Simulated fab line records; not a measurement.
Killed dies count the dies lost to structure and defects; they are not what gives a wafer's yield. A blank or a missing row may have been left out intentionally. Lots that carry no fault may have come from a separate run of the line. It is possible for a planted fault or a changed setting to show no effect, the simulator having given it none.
Which tool was responsible?    flow n5-finfet    24 lots with 72 wafers sampled at 4 steps, on a route of 1938 steps

WHAT THE GAUGES SHOWED, per wafer
N5_BEOL_M3_OCD_MEAS_38. Usual: trench-depth-nm at 55.3 nm, with a standard deviation of 0.95.
lot   measured      on      trench-depth-nm (nm)  flag
L074  day 8 00:20   ocd-01  56.7 56.6 54.1        
L075  day 8 13:35   ocd-02  55.3 54.9 55.3        
L076  day 8 18:37   ocd-01  55.4 55.8 55.8        
L077  day 9 01:53   ocd-02  55.0 54.2 53.6        
L078  day 9 11:35   ocd-01  54.7 54.5 54.8        
L080  day 9 11:44   ocd-02  54.9 55.8 55.4        
L079  day 9 15:49   ocd-02  55.9 55.5 57.2        
L081  day 9 15:41   ocd-01  54.7 54.3 54.3        
L082  day 10 05:22  ocd-01  55.5 56.3 54.6        
L083  day 10 11:19  ocd-02  54.3 55.0 54.6        
L084  day 10 15:06  ocd-01  54.8 55.1 55.5        
L087  day 11 08:07  ocd-01  56.8 55.9 56.5        
L085  day 11 11:40  ocd-01  54.9 54.9 55.8        
L086  day 11 11:38  ocd-02  56.9 56.7 55.6        
L089  day 11 20:10  ocd-01  55.4 56.0 55.3        
L088  day 11 23:32  ocd-01  56.5 56.4 54.8        
L090  day 12 11:43  ocd-02  56.0 54.9 55.4        
L091  day 12 10:41  ocd-01  56.1 54.1 54.2        
L092  day 12 20:00  ocd-01  55.1 54.3 55.9        
L093  day 12 23:08  ocd-01  54.8 55.2 55.8        
L094  day 12 23:28  ocd-02  55.8 55.6 55.1        
L095  day 13 05:04  ocd-02  56.0 54.0 56.0        
L096  day 13 10:38  ocd-01  55.6 54.7 54.8        
L097  day 13 16:49  ocd-01  54.0 54.5 56.8        

EACH LOT AND THE TOOL THAT RAN IT (in order: tool; ch and the chambers of the sampled wafers; start)
lot   N5_BEOL_M2_ANNEAL_95          N5_BEOL_M2_DEP_57                N5_BEOL_M3_STRIP_97
L074  pvd-sputter-02, day 7 20:05   pecvd-04 ch 0,2, day 7 21:13     rie-diel-02 ch 0,1,3, day 8 00:20 or earlier
L075  pvd-sputter-03, day 8 03:26   pecvd-02 ch 1,2, day 8 04:50     rie-diel-01 ch 1,3, day 8 13:35 or earlier
L076  pvd-sputter-02, day 8 06:28   pecvd-03 ch 0,1,2, day 8 07:35   rie-diel-01 ch 0,3, day 8 18:37 or earlier
L077  pvd-sputter-03, day 8 06:35   pecvd-04 ch 0,1, day 8 07:43     rie-diel-05 ch 0,1,2, day 9 01:53 or earlier
L078  pvd-sputter-03, day 8 11:12   pecvd-02 ch 0,1, day 8 12:20     rie-diel-05 ch 0,1, day 9 11:35 or earlier
L080  pvd-sputter-03, day 8 15:30   pecvd-02 ch 0,1,2, day 8 16:37   rie-diel-01 ch 0,3, day 9 11:44 or earlier
L079  pvd-sputter-01, day 8 16:46   pecvd-04 ch 1, day 8 17:55       rie-diel-01 ch 0,2, day 9 15:49 or earlier
L081  pvd-sputter-01, day 8 21:09   pecvd-04 ch 1,2, day 8 22:18     rie-diel-02 ch 0,2, day 9 15:41 or earlier
L082  pvd-sputter-01, day 9 04:59   pecvd-04 ch 0,2, day 9 06:06     rie-diel-05 ch 0,2,3, day 10 05:22 or earlier
L083  pvd-sputter-02, day 10 02:48  pecvd-02 ch 0,1, day 10 04:05    rie-diel-05 ch 0,1,3, day 10 11:19 or earlier
L084  pvd-sputter-01, day 10 10:06  pecvd-04 ch 0,2, day 10 11:15    rie-diel-01 ch 0,3, day 10 15:06 or earlier
L087  pvd-sputter-03, day 10 21:37  pecvd-03 ch 0,2, day 10 22:46    rie-diel-02 ch 1,3, day 11 08:07 or earlier
L085  pvd-sputter-02, day 10 21:44  pecvd-03 ch 0,1, day 10 23:04    rie-diel-05 ch 0,1,2, day 11 11:40 or earlier
L086  pvd-sputter-01, day 10 21:53  pecvd-04 ch 0,2, day 10 23:10    rie-diel-02 ch 1,3, day 11 11:38 or earlier
L089  pvd-sputter-02, day 11 10:35  pecvd-03 ch 1,2, day 11 11:42    rie-diel-02 ch 1,3, day 11 20:10 or earlier
L088  pvd-sputter-02, day 11 14:41  pecvd-04 ch 0,1, day 11 15:48    rie-diel-02 ch 0,3, day 11 23:32 or earlier
L090  pvd-sputter-03, day 11 19:31  pecvd-03 ch 1,2, day 11 20:38    rie-diel-05 ch 1,2, day 12 11:43 or earlier
L091  pvd-sputter-03, day 11 21:22  pecvd-03 ch 1,2, day 11 22:31    rie-diel-02 ch 0,2,3, day 12 10:41 or earlier
L092  pvd-sputter-01, day 12 02:25  pecvd-02 ch 0,2, day 12 03:35    rie-diel-05 ch 0,3, day 12 20:00 or earlier
L093  pvd-sputter-03, day 12 03:58  pecvd-04 ch 0,2, day 12 05:26    rie-diel-02 ch 1,2,3, day 12 23:08 or earlier
L094  pvd-sputter-03, day 12 11:42  pecvd-02 ch 1,2, day 12 12:49    rie-diel-01 ch 0,3, day 12 23:28 or earlier
L095  pvd-sputter-02, day 12 13:50  pecvd-02 ch 0,1,2, day 12 15:14  rie-diel-05 ch 1,2,3, day 13 05:04 or earlier
L096  pvd-sputter-01, day 13 03:56  pecvd-04 ch 0,1,2, day 13 05:20  rie-diel-01 ch 1,3, day 13 10:38 or earlier
L097  pvd-sputter-03, day 13 10:24  pecvd-03 ch 0,1, day 13 11:35    rie-diel-02 ch 0,1,2, day 13 16:49 or earlier
- N5_BEOL_M2_ANNEAL_95: time 240 s.
- N5_BEOL_M2_DEP_57: deposits SiCN from 3MS/NH3, target thk 8 nm, time 14 s.
- N5_BEOL_M3_STRIP_97: strips in N2/H2, time 10 s.

WHAT THE TOOLS THEMSELVES READ (means of the sampled wafers that have a number; where no wafer has one, the mark that the record gives instead)
N5_BEOL_M2_ANNEAL_95. Usual: heater-power-w 847 W, standard deviation 57; susceptor_temp_C_max 400.9, standard deviation 0.36.
lot   tool            heater-power-w (W)  susceptor_temp_C_max  flag
L074  pvd-sputter-02  813                 400.7                 
L075  pvd-sputter-03  915                 401.3                 
L076  pvd-sputter-02  845                 401.1                 
L077  pvd-sputter-03  915                 401.2                 
L078  pvd-sputter-03  912                 401.1                 
L080  pvd-sputter-03  837                 400.7                 
L079  pvd-sputter-01  817                 401.2                 
L081  pvd-sputter-01  830                 401.1                 
L082  pvd-sputter-01  819                 401.3                 
L083  pvd-sputter-02  869                 400.8                 
L084  pvd-sputter-01  842                 400.9                 
L087  pvd-sputter-03  802                 400.8                 
L085  pvd-sputter-02  823                 400.6                 
L086  pvd-sputter-01  848                 401.0                 
L089  pvd-sputter-02  866                 401.3                 
L088  pvd-sputter-02  906                 401.2                 
L090  pvd-sputter-03  881                 401.2                 
L091  pvd-sputter-03  876                 400.9                 
L092  pvd-sputter-01  826                 401.2                 
L093  pvd-sputter-03  838                 400.9                 
L094  pvd-sputter-03  875                 401.1                 
L095  pvd-sputter-02  842                 400.8                 
L096  pvd-sputter-01  856                 400.9                 
L097  pvd-sputter-03  880                 401.0                 

N5_BEOL_M2_DEP_57. Usual: chamber-pressure-Torr 3.001 Torr, standard deviation 0.0061; showerhead-plenum-p-Torr 3.666 Torr, standard deviation 0.017; throttle-valve-pct 9.1 %, standard deviation 0.84.
lot   tool      chamber-pressure-Torr (Torr)  showerhead-plenum-p-Torr (Torr)  throttle-valve-pct (%)  flag
L074  pecvd-04  2.996                         3.667                            8.3                     
L075  pecvd-02  3.009                         3.667                            9.5                     
L076  pecvd-03  3.000                         3.681                            9.5                     
L077  pecvd-04  3.002                         3.657                            9.2                     
L078  pecvd-02  2.997                         3.667                            9.0                     
L080  pecvd-02  3.003                         3.653                            9.1                     
L079  pecvd-04  3.005                         3.651                            9.7                     
L081  pecvd-04  2.998                         3.655                            9.3                     
L082  pecvd-04  3.003                         3.663                            8.6                     
L083  pecvd-02  3.008                         3.649                            8.6                     
L084  pecvd-04  2.997                         3.678                            8.5                     
L087  pecvd-03  3.002                         3.662                            10.0                    
L085  pecvd-03  3.003                         3.677                            9.8                     
L086  pecvd-04  3.001                         3.666                            8.5                     
L089  pecvd-03  3.014                         3.690                            9.1                     
L088  pecvd-04  2.996                         3.659                            8.9                     
L090  pecvd-03  3.001                         3.685                            8.7                     
L091  pecvd-03  2.994                         3.690                            9.1                     
L092  pecvd-02  3.000                         3.639                            8.9                     
L093  pecvd-04  3.003                         3.671                            8.6                     
L094  pecvd-02  3.001                         3.659                            9.1                     
L095  pecvd-02  3.004                         3.656                            9.0                     
L096  pecvd-04  2.999                         3.671                            9.1                     
L097  pecvd-03  2.993                         3.679                            10.0                    

N5_BEOL_M3_STRIP_97. Usual: drypump-motor-current-A 5.9 A, standard deviation 0.36; oes-product-au 0.79 a.u., standard deviation 0.096; rf-vpp-V 59.4 V, standard deviation 0.85; showerhead-plenum-p-Torr 2.58 Torr, standard deviation 0.076; throttle-valve-pct 23.67 %, standard deviation 0.27.
lot   tool         drypump-motor-current-A (A)  oes-product-au (a.u.)  rf-vpp-V (V)  showerhead-plenum-p-Torr (Torr)  throttle-valve-pct (%)  flag
L074  rie-diel-02  5.8                          0.89                   60.0          2.65                             23.74                   
L075  rie-diel-01  5.8                          0.75                   59.4          2.60                             23.96                   
L076  rie-diel-01  6.0                          0.86                   59.2          2.58                             23.61                   
L077  rie-diel-05  5.7                          0.73                   59.0          2.52                             23.54                   
L078  rie-diel-05  6.1                          0.71                   59.2          2.58                             23.72                   
L080  rie-diel-01  6.2                          0.84                   59.5          2.58                             23.79                   
L079  rie-diel-01  6.2                          0.90                   59.4          2.62                             23.68                   
L081  rie-diel-02  5.7                          0.73                   59.5          2.59                             23.91                   
L082  rie-diel-05  5.6                          0.70                   59.1          2.54                             23.61                   
L083  rie-diel-05  6.0                          0.70                   59.3          2.58                             23.68                   
L084  rie-diel-01  6.1                          0.83                   58.7          2.58                             23.79                   
L087  rie-diel-02  6.1                          0.88                   59.7          2.66                             23.67                   
L085  rie-diel-05  5.7                          0.72                   59.6          2.51                             23.56                   
L086  rie-diel-02  5.9                          0.88                   59.6          2.62                             23.59                   
L089  rie-diel-02  5.9                          0.89                   59.7          2.62                             23.60                   
L088  rie-diel-02  6.0                          0.82                   59.6          2.67                             23.87                   
L090  rie-diel-05  5.7                          0.73                   59.4          2.48                             23.44                   
L091  rie-diel-02  6.0                          0.76                   60.1          2.61                             23.83                   
L092  rie-diel-05  5.9                          0.85                   58.8          2.59                             23.57                   
L093  rie-diel-02  6.0                          0.80                   59.5          2.59                             23.65                   
L094  rie-diel-01  6.1                          0.82                   59.7          2.57                             23.83                   
L095  rie-diel-05  5.6                          0.80                   58.9          2.50                             23.43                   
L096  rie-diel-01  5.8                          0.84                   59.2          2.57                             23.57                   
L097  rie-diel-02  5.8                          0.75                   58.9          2.57                             23.75                   

THE ANSWER, worked out from the rows above alone
Rule: lot off if the mean of its wafers having a number is beyond 3 standard deviations from the usual mean. Also off: a lot with no number at a reading for which 4 or more lots have one. Any other lot the step has rows for is counted as sound. First the gauges in route order, then the tools' own readings, where a lot's mean is used as printed above. At the first step where some lot is off, the reading lying furthest off is the one used; lots without a number count as furthest.
No lot is off at any reading shown: from this, nothing can be told.

WHAT THE SIMULATOR HAD INSERTED
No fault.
